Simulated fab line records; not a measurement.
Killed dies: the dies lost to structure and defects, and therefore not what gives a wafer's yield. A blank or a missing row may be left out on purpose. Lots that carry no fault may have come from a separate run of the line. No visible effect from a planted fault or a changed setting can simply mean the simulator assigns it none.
Which tool did it? | flow nand-harc | Sampling: 11 lots, 33 wafers, 5 of 1159 route steps

## WHAT THE GAUGES SHOWED, per wafer
NHARC_END_SORT_01. Usual: killed-at-array 27, standard deviation 8.8; killed-at-other 0.4, standard deviation 0.82; killed-at-periphery 3.1, standard deviation 2.1; killed-dies 31, standard deviation 8.8; killed-open 3.3, standard deviation 2; killed-short 2.0, standard deviation 1.4.
lot  | measured     | on        | killed-at-array | killed-at-other | killed-at-periphery | killed-dies | killed-open | killed-short | flag
L462 | day 20 21:58 | prober-02 | 675 671 674     | 0 0 0           | 2 6 3               | 677 677 677 | 6 4 6       | 1 3 1        | OFF
L463 | day 21 03:21 | prober-02 | 673 676 674     | 0 0 0           | 4 1 3               | 677 677 677 | 5 2 1       | 5 2 3        | OFF
L464 | day 21 10:14 | prober-01 | 676 676 677     | 0 0 0           | 1 1 0               | 677 677 677 | 7 1 2       | 2 1 2        | OFF
L472 | day 22 13:04 | prober-01 | 33              | 1               | 6                   | 40          | 5           | 4            |

## WHAT TOOL EACH LOT RAN ON (gives the tool, then ch and the chambers of the sampled wafers, and finally the start)
lot  | NHARC_A_CONTACT_ETCH_51                       | NHARC_A_CONTACT_ETCH_119             | NHARC_A_CONTACT_ETCH_123             | NHARC_A_CONTACT_ETCH_96
L458 | rie-diel-11 ch 0,1,3, day 16 07:55 or earlier | har-cap-etch-03 ch 0,1, day 16 07:55 | har-cap-etch-03 ch 0,1, day 16 08:21 | rie-diel-09 ch 1,2, no start
L462 | rie-diel-11 ch 1,2, day 17 20:10 or earlier   | har-cap-etch-02 ch 0,1, day 17 20:10 | har-cap-etch-02 ch 0,1, day 17 20:36 | rie-diel-13 ch 0,3, day 20 21:58 or earlier
L463 | rie-diel-09 ch 0,3, day 18 03:58 or earlier   | har-cap-etch-01 ch 0,1, day 18 03:58 | har-cap-etch-01 ch 0,1, day 18 04:22 | rie-diel-11 ch 0,1, day 21 03:21 or earlier
L464 | rie-diel-13 ch 0,2,3, day 18 05:58 or earlier | har-cap-etch-02 ch 0,1, day 18 05:58 | har-cap-etch-02 ch 0,1, day 18 06:20 | rie-diel-11 ch 0,1,2, day 21 10:14 or earlier
L466 | rie-diel-09 ch 0,2,3, day 18 20:20 or earlier | har-cap-etch-01 ch 0,1, day 18 20:20 | har-cap-etch-01 ch 0,1, day 18 20:41 | rie-diel-11 ch 1,2,3, no start
L472 | rie-diel-11 ch 0,1,2, day 19 21:50 or earlier | har-cap-etch-02 ch 0,1, day 19 21:50 | har-cap-etch-02 ch 0,1, day 19 22:15 | rie-diel-11 ch 1,2, day 22 13:04 or earlier
L471 | rie-diel-11 ch 0,1, day 20 01:32 or earlier   | har-cap-etch-02 ch 0,1, day 20 01:32 | har-cap-etch-02 ch 0,1, day 20 01:54 | rie-diel-09 ch 0,2,3, no start
L474 | rie-diel-13 ch 2,3, day 20 13:49 or earlier   | har-cap-etch-02 ch 0,1, day 20 13:49 | har-cap-etch-02 ch 0,1, day 20 14:11 | rie-diel-09 ch 1,2,3, no start
L473 | rie-diel-11 ch 2,3, day 20 21:08 or earlier   | har-cap-etch-01 ch 1, day 20 21:08   | har-cap-etch-01 ch 1, day 20 21:30   | rie-diel-13 ch 0,1,3, no start
L476 | rie-diel-13 ch 0,1,2, day 21 05:01 or earlier | har-cap-etch-02 ch 0, day 21 05:01   | har-cap-etch-02 ch 0, day 21 05:25   | rie-diel-11 ch 1,2, no start
L478 | rie-diel-11 ch 0,1,2, day 21 16:17 or earlier | har-cap-etch-03 ch 0,1, day 21 16:17 | har-cap-etch-03 ch 0,1, day 21 16:46 | rie-diel-13 ch 0,2,3, no start
- NHARC_A_CONTACT_ETCH_51: etches the open film in O2/COS, target depth 3600 nm, time 936 s.
- NHARC_A_CONTACT_ETCH_119: etches the open film in C4F8/O2/Ar, time 94 s, target depth 922 nm.
- NHARC_A_CONTACT_ETCH_123: etches the open film in C4F8/O2/Ar, time 253 s, target depth 1090 nm.
- NHARC_A_CONTACT_ETCH_96: etches the open film in C4F6/O2, target depth 20 nm, time 10 s.

## AS READ BY THE TOOLS THEMSELVES (means over the sampled wafers that have a number; for cases with no such wafer, the mark the record gives instead)
NHARC_A_CONTACT_ETCH_51. Usual: for bias-w, 300.0 W with a standard deviation of 0.78; for chamber-pressure-mTorr, 20.001 mTorr with a standard deviation of 0.018; for drypump-motor-current-A, 5.7 A with a standard deviation of 0.46; for oes-product-au, 0.999 a.u. with a standard deviation of 0.0087; for rf-vpp-V, 313.8 V with a standard deviation of 1.6; for showerhead-plenum-p-Torr, 3.09 Torr with a standard deviation of 0.086; for throttle-valve-pct, 28.330 % with a standard deviation of 0.01.
lot  | tool        | bias-w (W) | chamber-pressure-mTorr (mTorr) | drypump-motor-current-A (A) | oes-product-au (a.u.) | rf-vpp-V (V) | showerhead-plenum-p-Torr (Torr) | throttle-valve-pct (%) | flag
L458 | rie-diel-11 | 299.7      | 20.010                         | 5.4                         | 0.998                 | 311.9        | 3.04                            | 28.342                 |
L462 | rie-diel-11 | 299.8      | 19.989                         | 5.5                         | 0.998                 | 311.8        | 3.03                            | 28.321                 |
L463 | rie-diel-09 | 300.1      | 20.003                         | 5.6                         | 1.003                 | 314.5        | 3.17                            | 28.330                 |
L464 | rie-diel-13 | 299.2      | 20.008                         | 5.6                         | 0.994                 | 314.2        | 3.13                            | 28.328                 |
L466 | rie-diel-09 | 299.9      | 19.988                         | 5.5                         | 1.004                 | 314.4        | 3.13                            | 28.330                 |
L472 | rie-diel-11 | 299.3      | 19.978                         | 5.8                         | 0.994                 | 312.9        | 3.07                            | 28.340                 |
L471 | rie-diel-11 | 300.2      | 20.006                         | 5.8                         | 1.005                 | 314.1        | 3.04                            | 28.329                 |
L474 | rie-diel-13 | 299.7      | 20.015                         | 5.8                         | 0.995                 | 314.2        | 3.14                            | 28.325                 |
L473 | rie-diel-11 | 300.5      | 20.004                         | 5.7                         | 0.995                 | 315.1        | 3.14                            | 28.331                 |
L476 | rie-diel-13 | 299.6      | 19.999                         | 6.0                         | 0.999                 | 314.2        | 3.13                            | 28.326                 |
L478 | rie-diel-11 | 299.2      | 19.982                         | 5.8                         | 1.003                 | 313.5        | 3.07                            | 28.326                 |

NHARC_A_CONTACT_ETCH_119. Usual: chamber-pressure-mTorr 20.001 mTorr, standard deviation 0.018; oes-air-line-au 0.997 a.u., standard deviation 0.018.
lot  | tool            | chamber-pressure-mTorr (mTorr) | oes-air-line-au (a.u.) | flag
L458 | har-cap-etch-03 | 19.994                         | 0.979                  |
L462 | har-cap-etch-02 | 20.018                         | 1.000                  |
L463 | har-cap-etch-01 | 20.003                         | 1.007                  |
L464 | har-cap-etch-02 | 19.994                         | 0.995                  |
L466 | har-cap-etch-01 | 19.983                         | 0.983                  |
L472 | har-cap-etch-02 | 19.994                         | 0.988                  |
L471 | har-cap-etch-02 | 20.001                         | 0.992                  |
L474 | har-cap-etch-02 | 20.004                         | 1.010                  |
L473 | har-cap-etch-01 | 19.987                         | 1.004                  |
L476 | har-cap-etch-02 | 20.005                         | 1.004                  |
L478 | har-cap-etch-03 | 19.993                         | 1.004                  |

NHARC_A_CONTACT_ETCH_123. Usual: chamber-pressure-mTorr 20.001 mTorr, standard deviation 0.016; oes-air-line-au 1.001 a.u., standard deviation 0.021.
lot  | tool            | chamber-pressure-mTorr (mTorr) | oes-air-line-au (a.u.) | flag
L458 | har-cap-etch-03 | 20.000                         | 0.982                  |
L462 | har-cap-etch-02 | -                              | -                      | OFF
L463 | har-cap-etch-01 | -                              | -                      | OFF
L464 | har-cap-etch-02 | -                              | -                      | OFF
L466 | har-cap-etch-01 | 20.003                         | 0.985                  |
L472 | har-cap-etch-02 | 20.016                         | 1.031                  |
L471 | har-cap-etch-02 | 19.994                         | 0.988                  |
L474 | har-cap-etch-02 | 20.003                         | 0.982                  |
L473 | har-cap-etch-01 | 19.996                         | 1.001                  |
L476 | har-cap-etch-02 | 20.003                         | 0.997                  |
L478 | har-cap-etch-03 | 20.003                         | 1.004                  |

NHARC_A_CONTACT_ETCH_96. Usual: for bias-w, 500.0 W with a standard deviation of 1.3; for c4f6-flow-sccm, 25.00 sccm with a standard deviation of 0.073; for drypump-motor-current-A, 5.7 A with a standard deviation of 0.46; for oes-product-au, 0.987 a.u. with a standard deviation of 0.019; for rf-vpp-V, 546.4 V with a standard deviation of 2.1; for showerhead-plenum-p-Torr, 3.90 Torr with a standard deviation of 0.094; for throttle-valve-pct, 26.903 % with a standard deviation of 0.0086.
lot  | tool        | bias-w (W) | c4f6-flow-sccm (sccm) | drypump-motor-current-A (A) | oes-product-au (a.u.) | rf-vpp-V (V) | showerhead-plenum-p-Torr (Torr) | throttle-valve-pct (%) | flag
L458 | rie-diel-09 | 499.1      | 24.95                 | 5.9                         | 0.993                 | 548.2        | 3.99                            | 26.906                 |
L462 | rie-diel-13 | 499.3      | 25.07                 | 5.2                         | 0.999                 | 546.4        | 3.87                            | 26.899                 |
L463 | rie-diel-11 | 501.2      | 24.98                 | 5.8                         | 0.990                 | 545.3        | 3.83                            | 26.895                 |
L464 | rie-diel-11 | 499.4      | 24.92                 | 5.8                         | 0.999                 | 545.6        | 3.87                            | 26.907                 |
L466 | rie-diel-11 | 499.6      | 24.89                 | 5.4                         | 0.989                 | 544.6        | 3.85                            | 26.903                 |
L472 | rie-diel-11 | 499.4      | 24.95                 | 5.6                         | 0.941                 | 544.2        | 3.81                            | 26.901                 |
L471 | rie-diel-09 | 500.0      | 25.03                 | 5.6                         | 0.995                 | 547.1        | 3.92                            | 26.900                 |
L474 | rie-diel-09 | 498.2      | 24.94                 | 6.0                         | 1.000                 | 546.8        | 3.91                            | 26.908                 |
L473 | rie-diel-13 | 499.9      | 25.00                 | 5.6                         | 0.995                 | 545.9        | 3.88                            | 26.909                 |
L476 | rie-diel-11 | 499.3      | 24.95                 | 5.8                         | 0.999                 | 545.8        | 3.89                            | 26.910                 |
L478 | rie-diel-13 | 499.3      | 25.00                 | 5.6                         | 0.997                 | 546.3        | 3.92                            | 26.900                 |

## THE ANSWER, worked out from the rows above alone
Rule: a lot counts as off when the mean over its wafers that have a number is more than 3 standard deviations away from the usual mean. Also off: a lot with no number at a reading for which 4 or more lots have one. All remaining lots with rows at the step are treated as sound. The gauges are gone through in route order, then the tools' own readings, and for those a lot's mean is taken as printed above. The first step at which some lot is off is used, and at that step the reading that is off furthest; a lot without a number counts as furthest.
Off: L462, L463, L464, at NHARC_END_SORT_01 (killed-at-array). Neither off nor sound, because the step has no rows for them: L458, L466, L471, L474, L473, L476, L478.
If a tool, at a process step before that reading, ran all the lots that are off and no sound lot after the first of them, it fits. Not tried: the gauges at NHARC_END_SORT_01; whatever is off there is also off at NHARC_A_CONTACT_ETCH_123, on other tools, and gauge error can't account for it. NHARC_A_CONTACT_ETCH_51 gives no start for some lots, so the hours and the order of its lots are those of NHARC_A_CONTACT_ETCH_119. NHARC_A_CONTACT_ETCH_96 gives no start for some lots, so the hours and the order of its lots are those of NHARC_END_SORT_01. Not one of the candidates tried fits.

## WHAT THE SIMULATOR HAD INSERTED
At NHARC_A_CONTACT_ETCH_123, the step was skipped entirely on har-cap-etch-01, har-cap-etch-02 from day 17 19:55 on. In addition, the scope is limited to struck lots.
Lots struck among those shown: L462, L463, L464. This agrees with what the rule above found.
